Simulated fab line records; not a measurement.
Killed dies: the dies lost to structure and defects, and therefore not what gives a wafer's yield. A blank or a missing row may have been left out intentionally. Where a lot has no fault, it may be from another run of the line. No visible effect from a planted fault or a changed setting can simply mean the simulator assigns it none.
Which of the tools did it?	flow nand harc	14 lots with 41 wafers sampled at 4 steps, on a route of 1159 steps

WHAT THE GAUGES SHOWED, per wafer
NHARC_END_SORT_01.
lot	measured	on	killed at array	killed at other	killed at periphery	killed dies	killed open	killed short
L344	day 21 10:09	prober-01	29 40 344	0 0 0	1 4 2	30 44 346	3 4 4	0 4 1
L352	day 22 09:56	prober-02	38 43 340	0 1 1	8 8 7	46 52 348	3 5 4	1 3 2

WHAT TOOL EACH LOT RAN ON (gives the tool, then ch and the chambers of the sampled wafers, and finally the start)
lot	NHARC_A_SGD_CUT_DEP_00	NHARC_THIN_TSV_PVD_51	NHARC_THIN_TSV_PRE_CLEAN_54
L342	pecvd-01 ch 0,1, day 14 11:02	pvd sputter-03, day 19 20:50 or earlier	pvd sputter-01, day 19 20:50
L341	pecvd-04 ch 0,2, day 14 11:37	pvd sputter-02, day 19 22:01 or earlier	pvd sputter-03, day 19 22:01
L343	pecvd-01 ch 1,2, day 14 12:18	pvd sputter-02, day 19 23:02 or earlier	pvd sputter-03, day 19 23:02
L346	pecvd-01 ch 0,2, day 14 18:09	pvd sputter-01, day 20 00:22 or earlier	pvd sputter-03, day 20 00:22
L345	pecvd-01 ch 1,2, day 15 00:31	pvd sputter-02, day 20 10:34 or earlier	pvd sputter-02, day 20 10:34
L344	pecvd-01 ch 1,2, day 15 02:11	pvd sputter-02, day 20 01:32 or earlier	pvd sputter-02, day 20 01:32
L352	pecvd-01 ch 0,2, day 16 16:33	pvd sputter-02, day 21 15:54 or earlier	pvd sputter-01, day 21 15:54
L355	pecvd-01 ch 2, day 16 18:22	-	-
L361	pecvd-02 ch 0,1,2, day 18 11:18	pvd sputter-03, day 23 22:10 or earlier	pvd sputter-02, day 23 22:10
L359	pecvd-04 ch 0,1,2, day 18 13:10	pvd sputter-03, day 23 20:29 or earlier	pvd sputter-03, day 23 20:29
L358	pecvd-04 ch 0,1, day 18 15:13	pvd sputter-02, day 23 20:57 or earlier	pvd sputter-02, day 23 20:57
L362	pecvd-01 ch 0,1,2, day 19 08:50	pvd sputter-01, day 24 08:23 or earlier	pvd sputter-02, day 24 08:23
L364	pecvd-01 ch 0,1, day 19 13:34	pvd sputter-01, day 24 22:10 or earlier	pvd sputter-03, day 24 22:10
L363	pecvd-01 ch 0,2, day 19 14:26	pvd sputter-02, day 24 13:43 or earlier	pvd sputter-02, day 24 13:43
- NHARC_A_SGD_CUT_DEP_00: deposits SiNx, target thk 50 nm.
- NHARC_THIN_TSV_PVD_51: deposits Cu, target thk 100 nm.
- NHARC_THIN_TSV_PRE_CLEAN_54: time 30 s.

AS READ BY THE TOOLS THEMSELVES (means over the sampled wafers that have a number; for cases with no such wafer, the mark the record gives instead)
NHARC_A_SGD_CUT_DEP_00.
lot	tool	heater power w (W)
L342	pecvd-01	694
L341	pecvd-04	678
L343	pecvd-01	662
L346	pecvd-01	716
L345	pecvd-01	669
L344	pecvd-01	564
L352	pecvd-01	733
L355	pecvd-01	732
L361	pecvd-02	790
L359	pecvd-04	635
L358	pecvd-04	617
L362	pecvd-01	716
L364	pecvd-01	643
L363	pecvd-01	777

NHARC_THIN_TSV_PVD_51.
lot	tool	throttle valve pct (%)
L342	pvd sputter-03	30.5
L341	pvd sputter-02	29.5
L343	pvd sputter-02	29.3
L346	pvd sputter-01	30.8
L345	pvd sputter-02	29.4
L344	pvd sputter-02	30.0
L352	pvd sputter-02	29.4
L361	pvd sputter-03	30.5
L359	pvd sputter-03	30.5
L358	pvd sputter-02	29.4
L362	pvd sputter-01	30.6
L364	pvd sputter-01	30.7
L363	pvd sputter-02	29.6

NHARC_THIN_TSV_PRE_CLEAN_54.
lot	tool	heater power w (W)
L342	pvd sputter-01	447
L341	pvd sputter-03	397
L343	pvd sputter-03	393
L346	pvd sputter-03	435
L345	pvd sputter-02	383
L344	pvd sputter-02	341
L352	pvd sputter-01	473
L361	pvd sputter-02	350
L359	pvd sputter-03	457
L358	pvd sputter-02	386
L362	pvd sputter-02	376
L364	pvd sputter-03	392
L363	pvd sputter-02	384

THE ANSWER, worked out from the rows above alone
Rule: the lots themselves supply what counts as usual. The widest of any qualifying gaps counts: lots, ordered by their means at a reading, are off when they make up no more than a third of the lots, leave a main group of 4 or more, and stand apart from it by 3 or more times the standard deviation of that group's means. A main group whose means are all the same, to the digits that the tables above print for the reading, isn't used. A lot without any number at a reading at which 4 lots or more have one is off too. The other lots that the step has rows for count as sound. First the gauges in route order, then the tools' own readings, where a lot's mean is used as printed above. At the first step where some lot is off, the reading lying furthest off is the one used; lots without a number count as furthest.
No lot is off at any reading shown: from this, nothing can be told.

WHAT WAS PUT IN BY THE SIMULATOR
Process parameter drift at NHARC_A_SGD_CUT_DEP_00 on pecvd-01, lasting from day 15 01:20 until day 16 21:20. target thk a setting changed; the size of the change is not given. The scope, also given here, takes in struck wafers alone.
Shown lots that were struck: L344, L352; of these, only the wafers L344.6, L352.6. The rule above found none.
